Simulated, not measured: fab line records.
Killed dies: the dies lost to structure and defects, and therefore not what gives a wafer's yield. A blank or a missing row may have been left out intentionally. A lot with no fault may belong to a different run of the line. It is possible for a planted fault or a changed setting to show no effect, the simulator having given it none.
fab line records :: flow nand_harc
[record]
  lots = 6
  wafers = 18
  last_day = 31
route steps=1302 shown A_SOURCE_PLATE@416 A_ONON_D1@424 END@1302
lots untouched by any fault: they come from a run of this same line in which no faults occurred
start_h: the number of hours between the record's first day and the start of the first shown wafer of the lot :: wait_h: hours since the lot's step before :: " same as the row above :: L1.1+2: several wafers, shown together as one row :: - no value, or no start given :: * or withheld: withheld :: < > ~ a bound
route shown NAME@n: names a module that has steps shown in the file, with the first one's number in the route :: usual: the fault-free wafers' mean and standard deviation :: same: alike in all rows :: chamber/n: place in a boat :: sites: each site's reading :: _std_site: the values' standard deviation :: _edge_site: the outer-site mean with the inner-site mean subtracted :: radius_mm: for every site, how far away it sits from the centre of the wafer :: mask NAME#n: copy n :: behind: the tool/chamber that last shaped the wafer :: hold: why the lot was held/for how many hours/how that ended :: device: the transistor (n, p or np) that didn't switch :: end of line: tests of these same wafers at the route's end :: where a step has no rows: the recipe by itself :: killed: at the first sort, the dies lost to defects and structure; wafer yield is something else :: map: per-die view of a wafer (x killed, . not killed, _ where there is no die)
set.NAME: the run value of the setting; set.NAME@STEP: its run value at that earlier step :: model.NAME: the simulator's own value behind a step, which no gauge read
certain route steps with their lots: each step a table, each wafer a row
services: the hour from which a tool's chamber was out of use, counted from the record's first day as start_h (under 0 if before that day), plus the number of hours and why
[[steps]]
[step NHARC_A_SOURCE_PLATE_THK_MEAS_09]
[recipe]
  thk_meas_gauge = ellipsometry
[usual]
  thk_nm = 9.6/1.1
lot.wafer: L845.1
tool: film_metro-01
chamber: -
start_h: 160.77
wait_h: 0.4
thk_nm: 11.5

lot.wafer: L845.4
tool: film_metro-01
chamber: -
start_h: 160.77
wait_h: 0.4
thk_nm: 8.8

lot.wafer: L845.6
tool: film_metro-01
chamber: -
start_h: 160.77
wait_h: 0.4
thk_nm: 12.0

lot.wafer: L847.1
tool: film_metro-02
chamber: -
start_h: 177.40
wait_h: 0.4
thk_nm: 7.1

lot.wafer: L847.3
tool: film_metro-02
chamber: -
start_h: 177.40
wait_h: 0.4
thk_nm: 10.3

lot.wafer: L847.5
tool: film_metro-02
chamber: -
start_h: 177.40
wait_h: 0.4
thk_nm: 9.4

lot.wafer: L855.1
tool: film_metro-02
chamber: -
start_h: 256.50
wait_h: 0.4
thk_nm: 8.7

lot.wafer: L855.2
tool: film_metro-02
chamber: -
start_h: 256.50
wait_h: 0.4
thk_nm: 8.3

lot.wafer: L855.6
tool: film_metro-02
chamber: -
start_h: 256.50
wait_h: 0.4
thk_nm: 8.2

lot.wafer: L858.2
tool: film_metro-02
chamber: -
start_h: 290.20
wait_h: 0.4
thk_nm: 9.0

lot.wafer: L858.3
tool: film_metro-02
chamber: -
start_h: 290.20
wait_h: 0.4
thk_nm: 8.7

lot.wafer: L858.5
tool: film_metro-02
chamber: -
start_h: 290.20
wait_h: 0.4
thk_nm: 9.2

lot.wafer: L857.2
tool: film_metro-01
chamber: -
start_h: 293.98
wait_h: 0.4
thk_nm: 9.9

lot.wafer: L857.3
tool: film_metro-01
chamber: -
start_h: 293.98
wait_h: 0.4
thk_nm: 9.1

lot.wafer: L857.5
tool: film_metro-01
chamber: -
start_h: 293.98
wait_h: 0.4
thk_nm: 8.0

lot.wafer: L864.2
tool: film_metro-02
chamber: -
start_h: 345.10
wait_h: 0.4
thk_nm: 9.0

lot.wafer: L864.5
tool: film_metro-02
chamber: -
start_h: 345.10
wait_h: 0.4
thk_nm: 9.5

lot.wafer: L864.6
tool: film_metro-02
chamber: -
start_h: 345.10
wait_h: 0.4
thk_nm: 9.9
[step NHARC_A_SOURCE_PLATE_PVD_04]
[recipe]
  target_thk_a = 500
  material = WSi2
[step NHARC_A_SOURCE_PLATE_CVD_03]
[recipe]
  target_thk_a = 2000
  temp_c = 620
  pressure_mtorr = 200
  time_s = 4000
  material = poly-Si
[step NHARC_A_SOURCE_PLATE_ANNEAL_05]
[recipe]
  temp_c = 850
  time_s = 1800
[step NHARC_A_SOURCE_PLATE_THK_MEAS_06]
[recipe]
  thk_meas_gauge = ellipsometry
[usual]
  thk_nm = 200.0/2.2
lot.wafer: L845.1
tool: film_metro-02
chamber: -
start_h: 173.71
wait_h: 0.4
thk_nm: 201.3

lot.wafer: L845.4
tool: film_metro-02
chamber: -
start_h: 173.71
wait_h: 0.4
thk_nm: 199.5

lot.wafer: L845.6
tool: film_metro-02
chamber: -
start_h: 173.71
wait_h: 0.4
thk_nm: 201.2

lot.wafer: L847.1
tool: film_metro-01
chamber: -
start_h: 189.97
wait_h: 0.4
thk_nm: 198.0

lot.wafer: L847.3
tool: film_metro-01
chamber: -
start_h: 189.97
wait_h: 0.4
thk_nm: 198.6

lot.wafer: L847.5
tool: film_metro-01
chamber: -
start_h: 189.97
wait_h: 0.4
thk_nm: 198.4

lot.wafer: L855.1
tool: film_metro-02
chamber: -
start_h: 269.54
wait_h: 0.4
thk_nm: 199.5

lot.wafer: L855.2
tool: film_metro-02
chamber: -
start_h: 269.54
wait_h: 0.4
thk_nm: 197.3

lot.wafer: L855.6
tool: film_metro-02
chamber: -
start_h: 269.54
wait_h: 0.4
thk_nm: 197.0

lot.wafer: L858.2
tool: film_metro-01
chamber: -
start_h: 304.50
wait_h: 0.4
thk_nm: 202.0

lot.wafer: L858.3
tool: film_metro-01
chamber: -
start_h: 304.50
wait_h: 0.4
thk_nm: 200.4

lot.wafer: L858.5
tool: film_metro-01
chamber: -
start_h: 304.50
wait_h: 0.4
thk_nm: 202.6

lot.wafer: L857.2
tool: film_metro-01
chamber: -
start_h: 304.52
wait_h: 0.4
thk_nm: 197.9

lot.wafer: L857.3
tool: film_metro-01
chamber: -
start_h: 304.52
wait_h: 0.4
thk_nm: 198.7

lot.wafer: L857.5
tool: film_metro-01
chamber: -
start_h: 304.52
wait_h: 0.4
thk_nm: 199.7

lot.wafer: L864.2
tool: film_metro-02
chamber: -
start_h: 357.51
wait_h: 0.4
thk_nm: 197.3

lot.wafer: L864.5
tool: film_metro-02
chamber: -
start_h: 357.51
wait_h: 0.4
thk_nm: 198.4

lot.wafer: L864.6
tool: film_metro-02
chamber: -
start_h: 357.51
wait_h: 0.4
thk_nm: 196.3
[step NHARC_A_SOURCE_PLATE_INSPECT_08]
[usual]
  raw_defect_count = 61/27
lot.wafer: L845.1
tool: defect_inspect-01
chamber: -
start_h: 173.79
wait_h: 0.0
raw_defect_count: 42

lot.wafer: L845.4
tool: defect_inspect-01
chamber: -
start_h: 173.79
wait_h: 0.0
raw_defect_count: 61

lot.wafer: L845.6
tool: defect_inspect-01
chamber: -
start_h: 173.79
wait_h: 0.0
raw_defect_count: 61

lot.wafer: L847.1
tool: defect_inspect-01
chamber: -
start_h: 190.03
wait_h: 0.0
raw_defect_count: 50

lot.wafer: L847.3
tool: defect_inspect-01
chamber: -
start_h: 190.03
wait_h: 0.0
raw_defect_count: 61

lot.wafer: L847.5
tool: defect_inspect-01
chamber: -
start_h: 190.03
wait_h: 0.0
raw_defect_count: 36

lot.wafer: L855.1
tool: defect_inspect-01
chamber: -
start_h: 269.65
wait_h: 0.0
raw_defect_count: 70

lot.wafer: L855.2
tool: defect_inspect-01
chamber: -
start_h: 269.65
wait_h: 0.0
raw_defect_count: 35

lot.wafer: L855.6
tool: defect_inspect-01
chamber: -
start_h: 269.65
wait_h: 0.0
raw_defect_count: 61

lot.wafer: L858.2
tool: defect_inspect-01
chamber: -
start_h: 304.57
wait_h: 0.0
raw_defect_count: 114

lot.wafer: L858.3
tool: defect_inspect-01
chamber: -
start_h: 304.57
wait_h: 0.0
raw_defect_count: 63

lot.wafer: L858.5
tool: defect_inspect-01
chamber: -
start_h: 304.57
wait_h: 0.0
raw_defect_count: 57

lot.wafer: L857.2
tool: defect_inspect-02
chamber: -
start_h: 304.61
wait_h: 0.0
raw_defect_count: 67

lot.wafer: L857.3
tool: defect_inspect-02
chamber: -
start_h: 304.61
wait_h: 0.0
raw_defect_count: 61

lot.wafer: L857.5
tool: defect_inspect-02
chamber: -
start_h: 304.61
wait_h: 0.0
raw_defect_count: 58

lot.wafer: L864.2
tool: defect_inspect-01
chamber: -
start_h: 357.57
wait_h: 0.0
raw_defect_count: 118

lot.wafer: L864.5
tool: defect_inspect-01
chamber: -
start_h: 357.57
wait_h: 0.0
raw_defect_count: 44

lot.wafer: L864.6
tool: defect_inspect-01
chamber: -
start_h: 357.57
wait_h: 0.0
raw_defect_count: 32
[step NHARC_A_ONON_D1_DEP_00]
[recipe]
  target_thk_a = 10000
  n2_flow_sccm = 2750
  n2o_flow_sccm = 2000
  nh3_flow_sccm = 500
  sih4_flow_sccm = 210
  temp_c = 400
[step NHARC_A_ONON_D1_THK_MEAS_02]
[recipe]
  thk_meas_gauge = ellipsometry
[usual]
  thk_nm = 1002/10
lot.wafer: L845.1
tool: film_metro-01
chamber: -
start_h: 174.37
wait_h: -
thk_nm: 998

lot.wafer: L845.4
tool: film_metro-01
chamber: -
start_h: 174.37
wait_h: -
thk_nm: 998

lot.wafer: L845.6
tool: film_metro-01
chamber: -
start_h: 174.37
wait_h: -
thk_nm: 999

lot.wafer: L847.1
tool: film_metro-01
chamber: -
start_h: 190.61
wait_h: -
thk_nm: 1008

lot.wafer: L847.3
tool: film_metro-01
chamber: -
start_h: 190.61
wait_h: -
thk_nm: 1009

lot.wafer: L847.5
tool: film_metro-01
chamber: -
start_h: 190.61
wait_h: -
thk_nm: 1010

lot.wafer: L855.1
tool: film_metro-01
chamber: -
start_h: 270.23
wait_h: -
thk_nm: 999

lot.wafer: L855.2
tool: film_metro-01
chamber: -
start_h: 270.23
wait_h: -
thk_nm: 1000

lot.wafer: L855.6
tool: film_metro-01
chamber: -
start_h: 270.23
wait_h: -
thk_nm: 1001

lot.wafer: L858.2
tool: film_metro-01
chamber: -
start_h: 305.14
wait_h: -
thk_nm: 995

lot.wafer: L858.3
tool: film_metro-01
chamber: -
start_h: 305.14
wait_h: -
thk_nm: 994

lot.wafer: L858.5
tool: film_metro-01
chamber: -
start_h: 305.14
wait_h: -
thk_nm: 996

lot.wafer: L857.2
tool: film_metro-02
chamber: -
start_h: 305.19
wait_h: -
thk_nm: 997

lot.wafer: L857.3
tool: film_metro-02
chamber: -
start_h: 305.19
wait_h: -
thk_nm: 996

lot.wafer: L857.5
tool: film_metro-02
chamber: -
start_h: 305.19
wait_h: -
thk_nm: 996

lot.wafer: L864.2
tool: film_metro-02
chamber: -
start_h: 358.15
wait_h: -
thk_nm: 1012

lot.wafer: L864.5
tool: film_metro-02
chamber: -
start_h: 358.15
wait_h: -
thk_nm: 1014

lot.wafer: L864.6
tool: film_metro-02
chamber: -
start_h: 358.15
wait_h: -
thk_nm: 1012
[step NHARC_A_ONON_D1_DEP_03]
[recipe]
  target_thk_a = 10000
  n2_flow_sccm = 2750
  n2o_flow_sccm = 2000
  nh3_flow_sccm = 500
  sih4_flow_sccm = 210
  temp_c = 400
[step NHARC_A_ONON_D1_THK_MEAS_05]
[recipe]
  thk_meas_gauge = ellipsometry
[usual]
  thk_nm = 1003/11
lot.wafer: L845.1
tool: film_metro-01
chamber: -
start_h: 174.93
wait_h: -
thk_nm: 999

lot.wafer: L845.4
tool: film_metro-01
chamber: -
start_h: 174.93
wait_h: -
thk_nm: 998

lot.wafer: L845.6
tool: film_metro-01
chamber: -
start_h: 174.93
wait_h: -
thk_nm: 999

lot.wafer: L847.1
tool: film_metro-01
chamber: -
start_h: 191.17
wait_h: -
thk_nm: 998

lot.wafer: L847.3
tool: film_metro-01
chamber: -
start_h: 191.17
wait_h: -
thk_nm: 998

lot.wafer: L847.5
tool: film_metro-01
chamber: -
start_h: 191.17
wait_h: -
thk_nm: 999

lot.wafer: L855.1
tool: film_metro-01
chamber: -
start_h: 270.79
wait_h: -
thk_nm: 1007

lot.wafer: L855.2
tool: film_metro-01
chamber: -
start_h: 270.79
wait_h: -
thk_nm: 1008

lot.wafer: L855.6
tool: film_metro-01
chamber: -
start_h: 270.79
wait_h: -
thk_nm: 1007

lot.wafer: L858.2
tool: film_metro-02
chamber: -
start_h: 305.71
wait_h: -
thk_nm: 1033

lot.wafer: L858.3
tool: film_metro-02
chamber: -
start_h: 305.71
wait_h: -
thk_nm: 1032

lot.wafer: L858.5
tool: film_metro-02
chamber: -
start_h: 305.71
wait_h: -
thk_nm: 1033

lot.wafer: L857.2
tool: film_metro-01
chamber: -
start_h: 305.75
wait_h: -
thk_nm: 1016

lot.wafer: L857.3
tool: film_metro-01
chamber: -
start_h: 305.75
wait_h: -
thk_nm: 1016

lot.wafer: L857.5
tool: film_metro-01
chamber: -
start_h: 305.75
wait_h: -
thk_nm: 1015

lot.wafer: L864.2
tool: film_metro-02
chamber: -
start_h: 358.72
wait_h: -
thk_nm: 988

lot.wafer: L864.5
tool: film_metro-02
chamber: -
start_h: 358.72
wait_h: -
thk_nm: 990

lot.wafer: L864.6
tool: film_metro-02
chamber: -
start_h: 358.72
wait_h: -
thk_nm: 988
[step NHARC_A_ONON_D1_DEP_06]
[recipe]
  target_thk_a = 10000
  n2_flow_sccm = 2750
  n2o_flow_sccm = 2000
  nh3_flow_sccm = 500
  sih4_flow_sccm = 210
  temp_c = 400
[usual]
  nh3_flow_sccm = 499.8/1.7
lot.wafer: L845.1
tool: pecvd_onon-04
chamber: 0
start_h: 174.99
wait_h: 0.1
nh3_flow_sccm: 498.8

lot.wafer: L845.4
tool: pecvd_onon-04
chamber: 0
start_h: 174.99
wait_h: 0.1
nh3_flow_sccm: 501.6

lot.wafer: L845.6
tool: pecvd_onon-04
chamber: 0
start_h: 174.99
wait_h: 0.1
nh3_flow_sccm: 498.3

lot.wafer: L847.1
tool: pecvd_onon-01
chamber: 0
start_h: 191.23
wait_h: 0.1
nh3_flow_sccm: 502.1

lot.wafer: L847.3
tool: pecvd_onon-01
chamber: 0
start_h: 191.23
wait_h: 0.1
nh3_flow_sccm: 500.7

lot.wafer: L847.5
tool: pecvd_onon-01
chamber: 0
start_h: 191.23
wait_h: 0.1
nh3_flow_sccm: 500.7

lot.wafer: L855.1
tool: pecvd_onon-04
chamber: 0
start_h: 270.84
wait_h: 0.1
nh3_flow_sccm: 499.4

lot.wafer: L855.2
tool: pecvd_onon-04
chamber: 0
start_h: 270.84
wait_h: 0.1
nh3_flow_sccm: 500.0

lot.wafer: L855.6
tool: pecvd_onon-04
chamber: 0
start_h: 270.84
wait_h: 0.1
nh3_flow_sccm: 498.3

lot.wafer: L858.2
tool: pecvd_onon-01
chamber: 0
start_h: 305.82
wait_h: 0.1
nh3_flow_sccm: 497.9

lot.wafer: L858.3
tool: pecvd_onon-01
chamber: 0
start_h: 305.82
wait_h: 0.1
nh3_flow_sccm: 499.5

lot.wafer: L858.5
tool: pecvd_onon-01
chamber: 0
start_h: 305.82
wait_h: 0.1
nh3_flow_sccm: 498.6

lot.wafer: L857.2
tool: pecvd_onon-04
chamber: 0
start_h: 305.87
wait_h: 0.1
nh3_flow_sccm: 498.1

lot.wafer: L857.3
tool: pecvd_onon-04
chamber: 0
start_h: 305.87
wait_h: 0.1
nh3_flow_sccm: 498.0

lot.wafer: L857.5
tool: pecvd_onon-04
chamber: 0
start_h: 305.87
wait_h: 0.1
nh3_flow_sccm: 498.5

lot.wafer: L864.2
tool: pecvd_onon-02
chamber: 0
start_h: 358.83
wait_h: 0.1
nh3_flow_sccm: 499.0

lot.wafer: L864.5
tool: pecvd_onon-02
chamber: 0
start_h: 358.83
wait_h: 0.1
nh3_flow_sccm: 500.4

lot.wafer: L864.6
tool: pecvd_onon-02
chamber: 0
start_h: 358.83
wait_h: 0.1
nh3_flow_sccm: 499.8
[step NHARC_A_ONON_D1_THK_MEAS_08]
[recipe]
  thk_meas_gauge = ellipsometry
[usual]
  thk_nm = 999/11
lot.wafer: L845.1
tool: film_metro-01
chamber: -
start_h: 175.50
wait_h: -
hold: -
thk_nm: 1001

lot.wafer: L845.4
tool: film_metro-01
chamber: -
start_h: 175.50
wait_h: -
hold: -
thk_nm: 1000

lot.wafer: L845.6
tool: film_metro-01
chamber: -
start_h: 175.50
wait_h: -
hold: -
thk_nm: 1002

lot.wafer: L847.1
tool: film_metro-02
chamber: -
start_h: 191.74
wait_h: -
hold: -
thk_nm: 997

lot.wafer: L847.3
tool: film_metro-02
chamber: -
start_h: 191.74
wait_h: -
hold: -
thk_nm: 998

lot.wafer: L847.5
tool: film_metro-02
chamber: -
start_h: 191.74
wait_h: -
hold: -
thk_nm: 1000

lot.wafer: L855.1
tool: film_metro-01
chamber: -
start_h: 271.35
wait_h: -
hold: await_dispo/0.2h/release
thk_nm: 1593

lot.wafer: L855.2
tool: film_metro-01
chamber: -
start_h: 271.35
wait_h: -
hold: await_dispo/0.2h/release
thk_nm: 1592

lot.wafer: L855.6
tool: film_metro-01
chamber: -
start_h: 271.35
wait_h: -
hold: await_dispo/0.2h/release
thk_nm: 1591

lot.wafer: L855.1
tool: film_metro-01
chamber: -
start_h: 271.52
wait_h: 0.2
hold: -
thk_nm: 1592

lot.wafer: L855.2
tool: film_metro-01
chamber: -
start_h: 271.52
wait_h: 0.2
hold: -
thk_nm: 1592

lot.wafer: L855.6
tool: film_metro-01
chamber: -
start_h: 271.52
wait_h: 0.2
hold: -
thk_nm: 1592

lot.wafer: L858.2
tool: film_metro-02
chamber: -
start_h: 306.27
wait_h: -
hold: -
thk_nm: 988

lot.wafer: L858.3
tool: film_metro-02
chamber: -
start_h: 306.27
wait_h: -
hold: -
thk_nm: 990

lot.wafer: L858.5
tool: film_metro-02
chamber: -
start_h: 306.27
wait_h: -
hold: -
thk_nm: 990

lot.wafer: L857.2
tool: film_metro-02
chamber: -
start_h: 306.32
wait_h: -
hold: await_dispo/0.2h/release
thk_nm: 1620

lot.wafer: L857.3
tool: film_metro-02
chamber: -
start_h: 306.32
wait_h: -
hold: await_dispo/0.2h/release
thk_nm: 1620

lot.wafer: L857.5
tool: film_metro-02
chamber: -
start_h: 306.32
wait_h: -
hold: await_dispo/0.2h/release
thk_nm: 1622

lot.wafer: L857.2
tool: film_metro-02
chamber: -
start_h: 306.49
wait_h: 0.2
hold: -
thk_nm: 1620

lot.wafer: L857.3
tool: film_metro-02
chamber: -
start_h: 306.49
wait_h: 0.2
hold: -
thk_nm: 1621

lot.wafer: L857.5
tool: film_metro-02
chamber: -
start_h: 306.49
wait_h: 0.2
hold: -
thk_nm: 1620

lot.wafer: L864.2
tool: film_metro-02
chamber: -
start_h: 359.29
wait_h: -
hold: -
thk_nm: 999

lot.wafer: L864.5
tool: film_metro-02
chamber: -
start_h: 359.29
wait_h: -
hold: -
thk_nm: 999

lot.wafer: L864.6
tool: film_metro-02
chamber: -
start_h: 359.29
wait_h: -
hold: -
thk_nm: 999
[step NHARC_END_SORT_01]
[recipe]
  temp_c = 25
[usual]
  defect_limited_yield = 93.3/1.5
  killed_at_array = 41/10
  killed_at_other = 0.8/0.91
  killed_at_periphery = 4.2/2.9
  killed_dies = 46/10
  killed_open = 3.5/2.1
  killed_short = 2.5/1.6
  sort_bin_2_pct = 2.4/0.71
  sort_bin_3_pct = 0.6/0.33
  sort_bin_4_pct = 3.8/0.93
  sort_n_pass = 631/10
  sort_rim_yield_pct = 86/4.5
  sort_yield_pct = 93.3/1.5
[same]
  gross_dies = 677
  sort_bin_5_pct[%] = 0
  sort_bin_6_pct[%] = 0
  sort_bin_7_pct[%] = 0
  sort_bin_8_pct[%] = 0
  sort_rim_n_gross = 106.00
lot.wafer: L864.2
tool: prober-02
chamber: 0
start_h: 740.34
wait_h: 2.8
defect_limited_yield[%]: 93.1
killed_at_array: 41
killed_at_other: 2
killed_at_periphery: 4
killed_dies: 47
killed_open: 3
killed_short: 3
sort_bin_2_pct[%]: 2.2
sort_bin_3_pct[%]: 0.1
sort_bin_4_pct[%]: 4.6
sort_n_pass: 630
sort_rim_yield_pct[%]: 83
sort_yield_pct[%]: 93.1

lot.wafer: L864.5
tool: prober-02
chamber: 0
start_h: 742.74
wait_h: 3.7
defect_limited_yield[%]: 94.1
killed_at_array: 36
killed_at_other: 1
killed_at_periphery: 3
killed_dies: 40
killed_open: 2
killed_short: 4
sort_bin_2_pct[%]: 2.4
sort_bin_3_pct[%]: 0.4
sort_bin_4_pct[%]: 3.1
sort_n_pass: 637
sort_rim_yield_pct[%]: 88
sort_yield_pct[%]: 94.1

lot.wafer: L864.6
tool: prober-02
chamber: 0
start_h: 743.54
wait_h: 4.0
defect_limited_yield[%]: 95.1
killed_at_array: 28
killed_at_other: 1
killed_at_periphery: 4
killed_dies: 33
killed_open: 2
killed_short: 1
sort_bin_2_pct[%]: 1.6
sort_bin_3_pct[%]: 0.3
sort_bin_4_pct[%]: 3.0
sort_n_pass: 644
sort_rim_yield_pct[%]: 91
sort_yield_pct[%]: 95.1
// killed by level:class
L864.2 A_CHANNEL_HOLE_D2:chamber_film_flake=11 A_CHANNEL_HOLE_D1:chamber_film_flake=10 A_STAIRCASE:chamber_film_flake=5 A_SLIT:chamber_film_flake=5 A_CONTACT:chamber_film_flake=5 A_ONON_D1:geometric_particle:short=2 P_GATE:chamber_film_flake=2 THIN_TSV:chamber_film_flake=2
L864.5 A_CHANNEL_HOLE_D2:chamber_film_flake=10 A_CONTACT:chamber_film_flake=9 A_CHANNEL_HOLE_D1:chamber_film_flake=4 A_SLIT:chamber_film_flake=4 P_GATE:chamber_film_flake=2 A_STAIRCASE:chamber_film_flake=2 P_M0:geometric_particle:open=1 A_CHANNEL_HOLE_D1:geometric_particle:short=1
L864.6 A_CONTACT:chamber_film_flake=8 A_CHANNEL_HOLE_D2:chamber_film_flake=7 A_SLIT:chamber_film_flake=4 A_CHANNEL_HOLE_D1:chamber_film_flake=3 A_STAIRCASE:chamber_film_flake=3 P_GATE:chamber_film_flake=2 P_CONTACT:geometric_particle:open=1 A_ONON_D1:geometric_particle:short=1
[[services]]
tool: pecvd_onon-02
chamber: -
start_h: 185.04
hours: 13.0
kind: pm

tool: pecvd_onon-04
chamber: -
start_h: 249.50
hours: 1.2
kind: repair

tool: pecvd_onon-01
chamber: -
start_h: 267.05
hours: 3.5
kind: repair

tool: pecvd_onon-01
chamber: -
start_h: 287.94
hours: 5.8
kind: repair

tool: pecvd_onon-04
chamber: -
start_h: 316.48
hours: 13.0
kind: pm
[[key]]
[first_sign]
  step = NHARC_A_ONON_D1_THK_MEAS_08
  reading = visit
  direction = added
[effect]
  step = NHARC_A_ONON_D1_THK_MEAS_08
  reading = thk_nm
  direction = up
  sigmas = 56
  usual = 999
  struck = 1606
met_at NHARC_A_ONON_D1_DEP_06
struck_wafers L855.1,L855.2,L855.6,L857.2,L857.3,L857.5
scrapped_behind NHARC_A_ONON_D1_THK_MEAS_08 L855.1,L855.2,L855.6,L857.2,L857.3,L857.5
onset_between 174.99 270.84
[fault]
  kind = process_parameter_drift
  tool = pecvd_onon-04
  chamber = -
  onset_h = 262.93
  steps = NHARC_A_ONON_D1_DEP_06
  channel = target_thk_a
  offset = *
  shape = step
  end_h = 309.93
  acts_in = *
  stated = *
